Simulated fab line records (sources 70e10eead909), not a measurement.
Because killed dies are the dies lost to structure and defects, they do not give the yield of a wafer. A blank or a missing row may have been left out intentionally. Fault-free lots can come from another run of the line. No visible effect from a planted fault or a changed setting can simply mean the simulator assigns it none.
Comparing a struck lot with a sound one | flow nand-harc | 14 out of 1159 route steps
Sound: the wafers L740.3, L740.4, L740.5. Wafers struck: L746.2, L746.5, L746.6. The cause comes at the end.
Each step with rows lists, per side, the tool, then ch with its chambers, then its first start. Under that, the readings that differ: sound wafers | struck wafers | difference of the means | sigmas: that difference in standard deviations of wafers without a fault.
alike: words and numbers the same on both sides, and readings whose means are apart by under 2 such deviations; not compared: readings that were withheld, readings missing a value for some wafer, numbers with overlapping values and no deviation given by the record, and bounds like >300 which may hide the same value.
Wherever a step has rows on one side only, a row that says differs or no value, or a row with sigmas, the two part there. Numbers that have no deviation but don't overlap get no sigmas and don't part them. A reading that every wafer of one side lacks parts them only if that side has two wafers or more.

NHARC_P_M0_CMP_23: polishes, t overpolish 20 s, target thk 117.53 nm.
  sound on cmp-02 ch 0,1,3, day 7 12:38; struck on cmp-03 ch 1,2,3, day 9 17:55
  alike: edge-zone-pressure-frac, motor-current-A, slurry-filter-dp-kPa, time-to-endpoint-s
NHARC_P_M0_THK_MEAS_24: measures by xrf.
  sound on film-metro-01, day 7 12:53; struck on film-metro-02, day 9 18:09
  alike: thk-nm
then, 1 step without rows for these wafers: NHARC_P_M0_SRD_25.
NHARC_P_M0_INSPECT_27:
  sound on defect-inspect-02, day 7 13:03; struck on defect-inspect-02, day 9 18:19
  alike: raw-defect-count
NHARC_P_M0_PRE_CLEAN_31: time 12 s.
  sound on pecvd-04 ch 0,2, day 7 13:08; struck on pecvd-02 ch 0,2, day 9 18:23
  alike: heater-power-w
NHARC_P_M0_DEP_32: deposits SiCN, target thk 30 nm.
  sound on pecvd-04 ch 0,2, day 7 13:17; struck on pecvd-02 ch 0,2, day 9 18:28
  alike: heater-power-w, showerhead-vpp-V
then, 5 steps without rows for these wafers: NHARC_P_M1_DEP_00 (deposits SiOC, target thk 182.5 nm); NHARC_P_M1_DEHYDRATE_01 (time 120 s); NHARC_P_M1_HMDS_02 (time 30 s); NHARC_P_M1_COAT_34 (time 65 s); NHARC_P_M1_COAT_03 (resist thk 90 nm).
NHARC_P_M1_SOFTBAKE_04: time 55 s.
  sound on litho-track-06 ch 0, day 7 14:00; struck on litho-track-06 ch 0, day 9 19:00
  reading                  | sound                | struck               | difference | sigmas
  heater-power-total-W (W) | 188.69 188.48 188.29 | 314.56 314.73 314.87 | +126.23    | +99 or more
then, 1 step without rows for these wafers: NHARC_P_M1_EBR_05.
-- the record jumps here: 14 days lie between the struck wafers' starts before and after (it left off in module P_M1 and takes up again in module END, whose first step shown is number 1159 of the route) --
NHARC_END_SORT_01:
  at this point the record logs the struck wafers (prober-02 ch 0, day 23 10:19) and has no rows for the sound ones

== WHERE THEY PART ==
Last at NHARC_END_SORT_01 as far as this record goes, first at NHARC_P_M1_SOFTBAKE_04.

WHY: what had been put in by the simulator
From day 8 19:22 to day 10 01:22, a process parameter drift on litho-track-06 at NHARC_P_M1_SOFTBAKE_04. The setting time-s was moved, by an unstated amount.
